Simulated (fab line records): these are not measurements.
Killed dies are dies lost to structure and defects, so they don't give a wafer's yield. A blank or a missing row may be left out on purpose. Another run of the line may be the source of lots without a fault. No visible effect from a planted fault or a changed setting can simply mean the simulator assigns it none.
fab line records ; flow n5Finfet
record lots=4; wafers=12; lastDay=17
route steps=1938 shown STI_FIN_REVEAL@184 DUMMY_GATE@212 BEOL_M4@1111 PASSIVATION@1936
lots that met no fault: from a run of the same line without faults
startH: hours from the record's first day to the start of the lot's first wafer shown ; waitH: hours elapsed since this lot's preceding step ; " as in the row above ; L1.1+2: several wafers, shown together as one row ; - no value present, or no start provided ; * or withheld: withheld ; < > ~ a bound
route shown NAME@n: names a module that has steps shown in the file, with the first one's number in the route ; usual: mean/standard deviation of fault-free wafers ; same: alike in all rows ; chamber/n: place in a boat ; sites: readings site by site ; _std_site: the values' standard deviation ; _edge_site: outer sites' mean less inner sites' ; radiusMm: for every site, how far away it sits from the centre of the wafer ; mask NAME#n: copy n ; behind: the tool/chamber that last shaped the wafer ; hold: why the lot was held/for how many hours/how that ended ; device: transistor that didn't switch, given as n, p or np ; end of line: tests run on the same wafers once the route is complete ; a step with no rows: only its recipe ; killed: count of dies lost to structure and defects at first sort (not the wafer's yield) ; map: the dies of a wafer, with x for killed, . for not killed, _ for no die there
set.NAME: the run value of the setting; set.NAME@STEP: its run value at that earlier step ; model.NAME: the simulator's own value behind a step, which no gauge read
lots at selected steps of the route; one table per step, one row per wafer
## steps
# step N5_STI_FIN_REVEAL_ALD_14
# recipe material=Si3N4; targetThkA=30; tempC=400; aldPrecursorFamily=SiH2I2; aldCoReactant=N2/H2-plasma; pressureTorr=2
# step N5_STI_FIN_REVEAL_FCVD_FILL_01
# recipe material=SiO2_flowable; targetThkA=3120; tempC=100; pressureTorr=0.8; rfW=2000; timeS=512.2
# step N5_STI_FIN_REVEAL_DENSIFY_02
# recipe tempC=650; ambient=steam; timeS=1800; idleTempC=400; densificationPH2oTorr=640
# step N5_STI_FIN_REVEAL_CMP_04
# recipe stopOn=Si3N4; tOverpolishS=4; downForcePsi=2; platenRpm=54.18; postCmpClean=alkalineBrush; padVelocityMS=1.078; targetThkNm=131.83
# step N5_STI_FIN_REVEAL_DENSIFY_30
# recipe tempC=*; timeS=*; ambient=N2; idleTempC=600; rampUpCPerS=150; rampDownCPerS=60; coolToC=600
# step N5_STI_FIN_REVEAL_ETCHBACK_08
# recipe chemistry=C4F6/O2; target=SiO2; targetDepthA=305; timeS=10.167; ionEnergyEv=250; pressureMtorr=30; sourceW=345; biasW=185; Ar_flow_sccm=300; C4F6_flow_sccm=10; O2_flow_sccm=10
# step N5_STI_FIN_REVEAL_STRIP_24
# recipe chemistry=N2/H2; timeS=90; powerW=100; tempC=40; pressureMtorr=100; rfFrequencyHz=6e+07; biasPowerW=3; n2FlowSccm=300; h2FlowSccm=300
# step N5_STI_FIN_REVEAL_PRECLEAN_25
# recipe chemistry=SPM; timeS=90; tempC=120; mix=4:1
# step N5_STI_FIN_REVEAL_PRECLEAN_26
# recipe chemistry=SC1; timeS=45; tempC=46; mix=1:2:100
# step N5_STI_FIN_REVEAL_PRECLEAN_29
# recipe chemistry=DHF; timeS=30; tempC=25; dilution=300:1
# step N5_STI_FIN_REVEAL_SRD_12
# recipe timeS=30; tempC=23; rinseLiquid=diw; dry=ipaMarangoni
# step N5_STI_FIN_REVEAL_RECESS_09
# recipe chemistry=HF/NH3; target=SiO2; afsCycles=11; targetDepthA=425; tempC=30; sublimationTempC=180; sublimationTimeS=60
# usual drypumpMotorCurrentA=5.7/0.33; tempC=30.01/0.11
# same afsCycles=11
lot.wafer;tool;chamber;startH;waitH;drypumpMotorCurrentA;tempC
L423.1;vaporEtch-02;0;83.25;0.0;5.6;29.89
L423.3;vaporEtch-02;0;83.25;0.0;5.6;29.98
L423.4;vaporEtch-02;1;83.25;0.0;5.4;29.91
L428.1;vaporEtch-02;1;113.90;0.0;5.4;29.97
L428.2;vaporEtch-02;0;113.90;0.0;5.5;30.12
L428.4;vaporEtch-02;0;113.90;0.0;5.6;30.22
L429.2;vaporEtch-02;0;118.91;0.0;5.6;30.10
L429.5;vaporEtch-02;1;119.97;1.1;5.4;29.87
L429.6;vaporEtch-02;0;119.97;1.1;5.6;30.17
L438.1;vaporEtch-01;1;171.87;0.0;5.7;30.04
L438.2;vaporEtch-01;0;171.87;0.0;6.4;30.26
L438.6;vaporEtch-01;1;172.93;1.1;5.7;30.12
# step N5_STI_FIN_REVEAL_STRIP_16
# recipe chemistry=H3PO4; material=SiNx; tempC=165; targetDepthA=238; overetchFraction=0.4964; dry=ipaMarangoni
# step N5_STI_FIN_REVEAL_PRECLEAN_17
# recipe chemistry=NF3:NH3; afsCycles=1; tempC=30; timeS=20; sublimationTempC=180; sublimationTimeS=60; pressureTorr=3; rfPowerW=30
# step N5_STI_FIN_REVEAL_ETCH_34
# recipe chemistry=H2; mode=isotropic; material=Si; target=Si; targetDepthA=9.7; tempC=20; pressureMtorr=4.5; icpW=300; biasW=0; h2FlowSccm=7.5; heFlowSccm=142.5
# step N5_STI_FIN_REVEAL_OXIDATION_31
# recipe chemistry=O2_PLASMA_REMOTE; tempC=150; timeS=20; pressureMtorr=1000; sourcePowerW=2000; o2FlowSccm=3000
# step N5_STI_FIN_REVEAL_PRECLEAN_32
# recipe chemistry=NF3:NH3; afsCycles=1; tempC=30; timeS=20; sublimationTempC=180; sublimationTimeS=60; pressureTorr=3; rfPowerW=30
# step N5_STI_FIN_REVEAL_STRIP_35
# recipe chemistry=H3PO4; material=Si3N4; tempC=165; targetDepthA=40; timeS=39
# step N5_STI_FIN_REVEAL_SRD_21
# recipe dry=ipaMarangoni; timeS=30; tempC=23; rinseLiquid=diw
# step N5_STI_FIN_REVEAL_OXIDATION_33
# recipe chemistry=O2_PLASMA_REMOTE; tempC=150; timeS=20; pressureMtorr=1000; sourcePowerW=2000; o2FlowSccm=3000
# step N5_STI_FIN_REVEAL_CLEAN_19
# recipe chemistry=O3/DIW; tempC=25; timeS=120; o3Ppm=10
# step N5_STI_FIN_REVEAL_SRD_23
# recipe dry=ipaMarangoni; timeS=30; tempC=23; rinseLiquid=diw
# step N5_STI_FIN_REVEAL_FIN_H_MEAS_10
# usual trenchDepthNm=51.8/0.67
lot.wafer;tool;chamber;startH;waitH;trenchDepthNm
L423.1;ocd-02;-;85.95;0.0;52.2
L423.3;ocd-02;-;85.95;0.0;52.5
L423.4;ocd-02;-;85.95;0.0;52.8
L428.1;ocd-01;-;116.60;0.0;47.4
L428.2;ocd-01;-;116.60;0.0;47.8
L428.4;ocd-01;-;116.60;0.0;47.5
L429.2;ocd-01;-;121.65;0.0;46.2
L429.5;ocd-01;-;121.65;0.0;45.8
L429.6;ocd-01;-;121.65;0.0;45.9
L438.1;ocd-02;-;174.59;0.0;52.8
L438.2;ocd-02;-;174.59;0.0;51.4
L438.6;ocd-02;-;174.59;0.0;51.5
# step N5_STI_FIN_REVEAL_PRECLEAN_18
# recipe chemistry=SC2; timeS=45; tempC=35; mix=1:1:50
# step N5_STI_FIN_REVEAL_SRD_28
# recipe dry=ipaMarangoni; timeS=30; tempC=23; rinseLiquid=diw
# step N5_DUMMY_GATE_PRECLEAN_00
# recipe chemistry=O3/DIW; timeS=60; tempC=22; o3Ppm=10
# step N5_DUMMY_GATE_SRD_01
# recipe timeS=30; tempC=23; rinseLiquid=diw; dry=ipaMarangoni
# step N5_DUMMY_GATE_ALD_02
# recipe material=SiO2; targetThkA=20; tempC=300; aldPrecursorFamily=BDEAS; aldCoReactant=O2-plasma; pulseTimeS=1; pressureTorr=2
# step N5_DUMMY_GATE_CVD_03
# recipe material=a-Si; targetThkA=1500; tempC=530; precursor=SiH4; timeS=8042
# step N5_DUMMY_GATE_PRECLEAN_46
# recipe chemistry=DIW; timeS=89.5; tempC=23
# step N5_DUMMY_GATE_SRD_47
# recipe dryTimeS=32; dry=n2Spin; spinRpm=1500
# step N5_DUMMY_GATE_CMP_04
# recipe material=a-Si; postCmpClean=alkalineBrush
# step N5_DUMMY_GATE_HM_DEP_06
# recipe material=SiNx; targetThkA=800; precursor=DCS/NH3; tempC=700; pressureMtorr=300; timeS=5141
# step N5_DUMMY_GATE_PECVD_30
# recipe material=SiO2; targetThkA=550; tempC=400; precursor=TEOS/O2; pressureTorr=6.5; rfW=withheld; teosFlowSccm=withheld; gas=O2; flowSccm=2650; timeS=10.8
# step N5_DUMMY_GATE_COAT_34
# recipe resist=SOC; tempC=250; timeS=60; spinRpm=1500; resistThkNm=60
# step N5_DUMMY_GATE_COAT_35
# recipe resist=SiARC; tempC=220; timeS=60; spinRpm=1500; resistThkNm=10
# step N5_DUMMY_GATE_COAT_28
# recipe resist=underlayer; tempC=205; timeS=60; spinRpm=1500; resistThkNm=10
# step N5_DUMMY_GATE_COAT_09
# recipe resist=CAR-EUV; spinRpm=1500; resistThkNm=30
# step N5_BEOL_M4_RC_MEAS_101
# usual DIBL_N=36.4/1.5; DIBL_P=36.6/1.9; IOFF_N=0.155/0.021; IOFF_N_85C=3.0/0.35; IOFF_P=0.211/0.028; IOFF_P_85C=3.6/0.4; ION_N=671/8.6; ION_P=462/5.8; SS_N=71.5/0.5; SS_P=73.4/0.58; VT_N=250.1/2.4; VT_P=-250.1/3
lot.wafer;tool;chamber;startH;waitH;DIBL_N[mV/V];DIBL_P[mV/V];IOFF_N[nA/um];IOFF_N_85C[nA/um];IOFF_P[nA/um];IOFF_P_85C[nA/um];ION_N[uA/um];ION_P[uA/um];SS_N[mV/dec];SS_P[mV/dec];VT_N[mV];VT_P[mV]
L423.1;prober-01;0;214.65;0.0;37.3;38.5;0.180;3.4;0.251;4.2;671;469;71.6;74.6;246.0;-249.7
L423.3;prober-01;0;214.65;0.0;36.6;37.5;0.170;3.3;0.228;3.9;675;461;71.4;74.2;247.8;-249.3
L423.4;prober-01;0;214.65;0.0;34.8;34.8;0.129;2.6;0.185;3.3;661;460;71.5;73.8;253.9;-252.5
L428.1;prober-01;0;244.20;0.0;45.6;38.1;0.539;8.5;0.282;4.6;618;426;82.0;75.1;251.2;-252.9
L428.2;prober-01;0;244.20;0.0;44.2;38.4;0.434;7.1;0.272;4.5;622;425;79.4;74.7;252.0;-252.6
L428.4;prober-01;0;244.20;0.0;44.3;36.6;0.454;7.4;0.236;3.9;618;421;79.9;74.3;253.4;-252.2
L429.2;prober-02;0;244.65;0.2;47.8;40.0;0.908;13.4;0.446;6.8;617;420;87.2;77.9;251.4;-250.8
L429.5;prober-02;0;244.65;0.2;49.3;39.1;1.112;15.8;0.380;6.0;613;422;90.0;77.6;249.8;-248.4
L429.6;prober-02;0;244.65;0.2;45.1;38.0;0.705;10.9;0.410;6.4;605;416;85.4;78.4;251.2;-254.5
L438.1;prober-02;0;308.25;0.0;34.5;34.4;0.117;2.5;0.138;2.6;674;460;70.9;72.5;252.8;-259.8
L438.2;prober-02;0;308.25;0.0;36.2;35.8;0.140;2.8;0.153;2.8;675;455;71.0;73.1;251.5;-257.3
L438.6;prober-02;0;308.25;0.0;37.7;38.3;0.170;3.3;0.188;3.4;680;454;70.7;74.0;247.1;-252.9
# step N5_PASSIVATION_PROBE_49
# usual defectLimitedYield=91.5/1.4; killed_at_M0_to_M3=33/10; killed_at_M4_up=13/5; killedAtContacts=13/5.6; killedAtFrontEnd=38/12; killedAtOther=3.9/2.7; killedDies=100/16; killedOpen=66/13; killedShort=32/7.2; sort_bin_4_leakage=0/0; sort_bin_5_function=5.0/0.97; sort_bin_6_memory=3.2/0.61; sort_bin_8_speed=0/0; sortNPass=1080/16; sortYieldPct=91.5/1.4
# same grossDies=1180; killedAtBackSide=0
lot.wafer;tool;chamber;startH;waitH;defectLimitedYield[%];killed_at_M0_to_M3;killed_at_M4_up;killedAtContacts;killedAtFrontEnd;killedAtOther;killedDies;killedOpen;killedShort;sort_bin_4_leakage[%];sort_bin_5_function[%];sort_bin_6_memory[%];sort_bin_8_speed[%];sortNPass;sortYieldPct[%]
L423.1;prober-01;-;314.34;0.3;92.0;28;13;14;33;6;94;54;38;0;4.6;3.1;0;1086;92.0
L423.3;prober-01;-;314.44;0.4;91.4;35;16;13;36;1;101;76;23;0;4.1;4.4;0;1079;91.4
L423.4;prober-01;-;314.49;0.5;90.1;31;14;22;49;1;117;77;36;0;5.5;4.2;0;1063;90.1
L428.1;prober-02;-;342.73;0.0;91.3;31;11;10;45;6;103;60;40;62.37;5.3;3.1;24.49;52;4.4
L428.2;prober-02;-;342.78;0.1;89.1;31;9;16;68;5;129;92;35;22.03;7.0;3.6;44.58;265;22.5
L428.4;prober-02;-;342.88;0.2;93.4;26;7;8;35;2;78;49;28;30.51;4.4;2.1;53.39;112;9.5
L429.2;prober-01;-;346.72;0.1;92.3;31;12;10;36;2;91;70;21;92.29;4.6;3.1;0;0;0
L429.5;prober-01;-;346.87;0.2;90.1;39;16;12;47;3;117;94;23;90.08;6.2;3.6;0;0;0
L429.6;prober-01;-;346.92;0.3;91.7;42;13;12;30;1;98;62;36;90.08;4.8;2.9;1.61;0;0
L438.1;prober-01;-;413.56;0.0;92.5;39;14;17;18;0;88;59;29;0;4.4;2.8;0;1092;92.5
L438.2;prober-01;-;413.61;0.1;91.4;28;23;31;19;1;102;71;30;0;4.4;3.9;0;1078;91.4
L438.6;prober-01;-;413.81;0.3;91.1;32;18;23;31;1;105;82;22;0;5.4;3.1;0;1075;91.1
# killed by level:class
L423.1 MOL_CONTACT_COAG:geometricParticle:open=12 BEOL_M1:geometricParticle:short=12 STI_FIN_REVEAL:geometricParticle:open=9 FIN_SAQP:geometricParticle:short=8 BEOL_M8:geometricParticle:open=5 BEOL_M3:geometricParticle:open=4 FIN_SAQP:geometricParticle:open=3 STI_FIN_REVEAL:geometricParticle:short=3
L423.3 STI_FIN_REVEAL:geometricParticle:open=17 BEOL_M2:geometricParticle:open=13 MOL_CONTACT_COAG:geometricParticle:open=9 BEOL_M8:geometricParticle:open=7 BEOL_M0_SAQP:geometricParticle:open=7 BEOL_M0_SAQP:geometricParticle:short=6 FIN_SAQP:geometricParticle:open=5 MOL_CONTACT_COAG:geometricParticle:short=4
L423.4 STI_FIN_REVEAL:geometricParticle:open=26 MOL_CONTACT_COAG:geometricParticle:open=18 BEOL_M3:geometricParticle:open=11 STI_FIN_REVEAL:geometricParticle:short=9 FIN_SAQP:geometricParticle:open=5 BEOL_M1:geometricParticle:short=5 MOL_CONTACT_COAG:geometricParticle:short=4 BEOL_M5:geometricParticle:open=3
L428.1 BEOL_M0_SAQP:geometricParticle:open=12 FIN_SAQP:geometricParticle:short=11 MOL_CONTACT_COAG:geometricParticle:open=9 STI_FIN_REVEAL:geometricParticle:open=6 BEOL_M0_SAQP:geometricParticle:short=6 FIN_SAQP:geometricParticle:open=5 BEOL_M5:geometricParticle:open=4 DUMMY_GATE:geometricParticle:short=4
L428.2 STI_FIN_REVEAL:geometricParticle:open=25 MOL_CONTACT_COAG:geometricParticle:open=15 BEOL_M0_SAQP:geometricParticle:open=10 FIN_SAQP:geometricParticle:short=8 BEOL_M0_SAQP:geometricParticle:short=8 FIN_SAQP:geometricParticle:open=6 DUMMY_GATE:geometricParticle:open=6 STI_FIN_REVEAL:geometricParticle:short=5
L428.4 FIN_SAQP:geometricParticle:short=9 BEOL_M0_SAQP:geometricParticle:short=9 FIN_SAQP:geometricParticle:open=7 BEOL_M0_SAQP:geometricParticle:open=7 MOL_CONTACT_COAG:geometricParticle:open=6 STI_FIN_REVEAL:geometricParticle:open=5 BEOL_M3:geometricParticle:open=4 BEOL_M5:geometricParticle:open=4
L429.2 STI_FIN_REVEAL:geometricParticle:open=13 BEOL_M0_SAQP:geometricParticle:open=10 MOL_CONTACT_COAG:geometricParticle:open=9 DUMMY_GATE:geometricParticle:open=7 BEOL_M3:geometricParticle:open=7 BEOL_M0_SAQP:geometricParticle:short=6 BEOL_M2:geometricParticle:open=6 BEOL_M4:geometricParticle:open=6
L429.5 STI_FIN_REVEAL:geometricParticle:open=25 BEOL_M3:geometricParticle:open=13 MOL_CONTACT_COAG:geometricParticle:open=10 BEOL_M1:geometricParticle:open=8 BEOL_M4:geometricParticle:open=8 BEOL_M0_SAQP:geometricParticle:short=5 BEOL_M2:geometricParticle:open=5 FIN_SAQP:geometricParticle:short=4
L429.6 BEOL_M0_SAQP:geometricParticle:open=12 BEOL_M0_SAQP:geometricParticle:short=9 MOL_CONTACT_COAG:geometricParticle:open=9 BEOL_M3:geometricParticle:open=8 STI_FIN_REVEAL:geometricParticle:open=5 BEOL_M1:geometricParticle:open=5 ILD0:geometricParticle:short=4 BEOL_M5:geometricParticle:open=4
L438.1 MOL_CONTACT_COAG:geometricParticle:open=13 BEOL_M2:geometricParticle:open=13 BEOL_M3:geometricParticle:open=8 BEOL_M0_SAQP:geometricParticle:open=7 BEOL_M0_SAQP:geometricParticle:short=6 STI_FIN_REVEAL:geometricParticle:open=4 MOL_CONTACT_COAG:geometricParticle:short=4 DUMMY_GATE:geometricParticle:open=3
L438.2 MOL_CONTACT_COAG:geometricParticle:open=26 BEOL_M4:geometricParticle:open=8 MOL_CONTACT_COAG:geometricParticle:short=5 BEOL_M1:geometricParticle:open=5 BEOL_M2:geometricParticle:open=5 BEOL_M4:geometricParticle:short=5 GATE_CUT:geometricParticle:short=4 BEOL_M0_SAQP:geometricParticle:open=4
L438.6 MOL_CONTACT_COAG:geometricParticle:open=20 BEOL_M0_SAQP:geometricParticle:open=11 BEOL_M3:geometricParticle:open=11 BEOL_M4:geometricParticle:open=7 STI_FIN_REVEAL:geometricParticle:open=5 DUMMY_GATE:geometricParticle:open=4 GATE_CUT:geometricParticle:open=4 GATE_CUT:geometricParticle:short=4
# map L428.2 (x killed, . not)
_________________....xxx.....________________
______________x................x_____________
___________xx......................__________
__________..x.......x..............._________
________......x.....x....x............_______
_______...............x.x.............x______
______.............................x...._____
_____......xx.......x..........x.......x.____
____.x....x......xxx....x..............x..___
___..........x.......x........x..x.........__
___............x......................x....__
__......x.........x.........x........x......_
__.........x.......x........................_
_................x...x..........x.........x..
_...x.x...x..............x.........x.....x...
_..x......x.....x...x.xxx.........x..........
_....................x.x...x..............x..
_....x..................x......x........x..x.
_........x.....x...x.x..........xx...........
_..........x..x...............x.x.......xxx.x
_..........x....x............................
__....x........................x..x...x.x..._
__...x.............x........x....x..x......._
___x......x......x.....x.....x..........x..__
___...............x............x...........__
____...x.x.x....x.....x.x.................___
_____.........x.....x......x...x.........____
______......x....x............x....x.x.._____
_______....................x......x....______
________.x.........x..x...x..........._______
__________....x.............x.....x._________
___________........................__________
______________....x........x..x._____________
_________________....x.......________________
# map L429.5 (x killed, . not)
_________________..xx....x...________________
______________x................._____________
___________......x..x...xx......x..__________
__________.........................x_________
________...x....xx............x......x_______
_______.....x..x........x.....x.......x______
______............x.....x........x......_____
_____......x.................x.........x.____
____...............xx....x........x.......___
___...xx.x...x............x.....x..x.......__
___.x..........x..x..................x.x...__
__...........................x.............._
__x..x........x......................xx....._
_..x...........x........................x....
_.........xx....x........................x..x
_.............x......x....x..............x...
_...............x.x.................x........
_.x.x....x..xx...........x.........x.........
_.....x...............................x.x....
_x..x...x.x.....x.........x.......x..........
_...............x............................
__x.......x...............................x._
__........x.........x......x.........x......_
___..........x..........x.......x......x...__
___.........x....x................x....x...__
____...............x......................___
_____.x...........x...x....x....x........____
______x......x.....x...................._____
_______.........x........x.............______
________.........x.............x....x._______
__________..............x..........._________
___________..............x.x.......__________
______________....x.......x....._____________
_________________.x........x.________________
## key
firstSign step=N5_STI_FIN_REVEAL_FIN_H_MEAS_10; reading=trenchDepthNm; direction=down; sigmas=7.5; usual=51.8; struck=46.8
effect step=N5_BEOL_M4_RC_MEAS_101; reading=SS_N; direction=up; sigmas=25; usual=71.5; struck=84.0
effect step=N5_BEOL_M4_RC_MEAS_101; reading=IOFF_N; direction=up; sigmas=25; usual=0.155; struck=0.692
effect step=N5_BEOL_M4_RC_MEAS_101; reading=IOFF_N_85C; direction=up; sigmas=21; usual=3.0; struck=10.5
effect step=N5_BEOL_M4_RC_MEAS_101; reading=ION_P; direction=down; sigmas=6.8; usual=462; struck=422
effect step=N5_BEOL_M4_RC_MEAS_101; reading=ION_N; direction=down; sigmas=6.5; usual=671; struck=616
effect step=N5_BEOL_M4_RC_MEAS_101; reading=DIBL_N; direction=up; sigmas=6.4; usual=36.4; struck=46.1
effect step=N5_BEOL_M4_RC_MEAS_101; reading=SS_P; direction=up; sigmas=5.1; usual=73.4; struck=76.4
effect step=N5_BEOL_M4_RC_MEAS_101; reading=IOFF_P; direction=up; sigmas=4.5; usual=0.211; struck=0.338
effect step=N5_BEOL_M4_RC_MEAS_101; reading=IOFF_P_85C; direction=up; sigmas=4.2; usual=3.6; struck=5.3
effect step=N5_PASSIVATION_PROBE_49; reading=sort_bin_4_leakage; direction=up; sigmas=99+; usual=0; struck=64.56
metAt N5_STI_FIN_REVEAL_RECESS_09
struckWafers L428.1,L428.2,L428.4,L429.2,L429.5,L429.6
onsetBetween 83.25 113.90
fault kind=processParameterDrift; tool=vaporEtch-02; chamber=-; onsetH=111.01; steps=N5_STI_FIN_REVEAL_RECESS_09; channel=targetDepthA; offset=-46.042; shape=step; endH=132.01; actsIn=theseRecipesOnly; stated=425
